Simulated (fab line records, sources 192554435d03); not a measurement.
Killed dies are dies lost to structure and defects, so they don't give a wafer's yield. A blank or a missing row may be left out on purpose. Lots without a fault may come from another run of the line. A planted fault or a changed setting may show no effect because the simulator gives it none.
Split-lot experiment | flow n5_finfet | 7 lots, 21 wafers read, on a route of 1938 steps

THE SPLIT
At N5_WELL_APT_EXPOSE_05 (exposes mask NWELL, defocus 0 nm, target cd 200 nm), the setting dose_mj was moved away from the recipe's 20.3 on 4 of the 21 wafers read, by -6.5% to +7.2%. The other wafers ran this setting at the recipe's value.

FROM THE SPLIT TO THE READING: what the file shows between them, 2 steps
- N5_WELL_APT_DEVELOP_07: develop time 45 s (also split here: develop_time_s)
- N5_WELL_APT_HARDBAKE_12: time 120 s

THE READING
cd_nm, in nm, at N5_WELL_APT_CD_MEAS_08 (target cd 200 nm). Fault-free wafers of this fab line usually give 199.5 nm, standard deviation 1.4 nm.

wafer  | tool, chamber at the split | dose_mj as run | against the recipe | cd_nm, nm | against lot-mates on the recipe
L075.1 | krf_scanner-01, 0          | 20.3           | recipe             | 199.1     | -
L075.4 | krf_scanner-01, 0          | 19.02          | -6.3%              | 187.9     | -11.2
L075.5 | krf_scanner-01, 0          | 19.02          | -6.3%              | 189.7     | -9.4
L080.3 | krf_scanner-02, 0          | 20.3           | recipe             | 198.6     | -
L080.4 | krf_scanner-02, 0          | 20.3           | recipe             | 199.7     | -
L080.6 | krf_scanner-02, 0          | 20.3           | recipe             | 197.0     | -
L083.3 | krf_scanner-02, 0          | 20.3           | recipe             | 196.7     | -
L083.5 | krf_scanner-02, 0          | 20.3           | recipe             | 199.5     | -
L083.6 | krf_scanner-02, 0          | 20.3           | recipe             | 197.7     | -
L084.1 | krf_scanner-02, 0          | 20.3           | recipe             | 197.3     | -
L084.2 | krf_scanner-02, 0          | 20.3           | recipe             | 199.3     | -
L084.5 | krf_scanner-02, 0          | 20.3           | recipe             | 197.9     | -
L085.4 | krf_scanner-02, 0          | 20.3           | recipe             | 198.2     | -
L085.5 | krf_scanner-02, 0          | 21.77          | +7.2%              | 210.4     | +11.3
L085.6 | krf_scanner-02, 0          | 20.3           | recipe             | 200.1     | -
L090.2 | krf_scanner-01, 0          | 20.3           | recipe             | 198.4     | -
L090.3 | krf_scanner-01, 0          | 20.3           | recipe             | 201.7     | -
L090.6 | krf_scanner-01, 0          | 20.3           | recipe             | 201.2     | -
L092.1 | krf_scanner-02, 0          | 20.3           | recipe             | 200.2     | -
L092.2 | krf_scanner-02, 0          | 18.98          | -6.5%              | 188.8     | -11.9
L092.4 | krf_scanner-02, 0          | 20.3           | recipe             | 201.3     | -

THE FIT
A straight line over all 21 wafers: cd_nm changes by +1.59 nm for each +1% of dose_mj; r = +0.96; the points scatter about the line by 1.4 nm.
The same after taking each lot's own level away (the mean of its wafers on the recipe; 21 wafers): +1.65 nm for each +1%; r = +0.98; scatter 1.1 nm.
On that fit, the largest move of dose_mj shifts the reading by 12 nm.
The lots' own levels span 197.97 to 200.75 nm, that is 2.0 times the standard deviation above.
So the lot-to-lot level changes the slope little: the two slopes agree.
Check: with one of the wafers moved furthest among these (+7.2%) left out of the fit, the line predicts +12.3 nm for it against its lot-mates. It came out at +11.3 nm against them.

OTHER SPLITS ON THESE WAFERS
These wafers also went through other splits before the reading. Each is held against what the fit with the lots' levels taken away leaves over:
other split on the same wafers        | wafers away from the commonest value | r with cd_nm (lot level and that fit taken away)
N5_WELL_APT_DEVELOP_07 develop_time_s | 7                                    | +0.26

THE WHOLE CHAIN: every reading that the file lists as answering this split, in the file's order
step                   | what it does             | reading                                                         | change (the file's fit)              | r (the file's)
N5_WELL_APT_CD_MEAS_08 | target cd 200 nm         | cd_nm                                                           | +1.67 nm for each +1% of the setting | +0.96
N5_WELL_APT_DESCUM_13  | chemistry O2, time 7.9 s | WELL_APT.cd_nm (the simulator's own value, which no gauge read) | +1.68 nm for each +1% of the setting | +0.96

THE FILE'S OWN FIT
cd_nm changes by +1.67 nm for each +1% of dose_mj, r = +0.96.
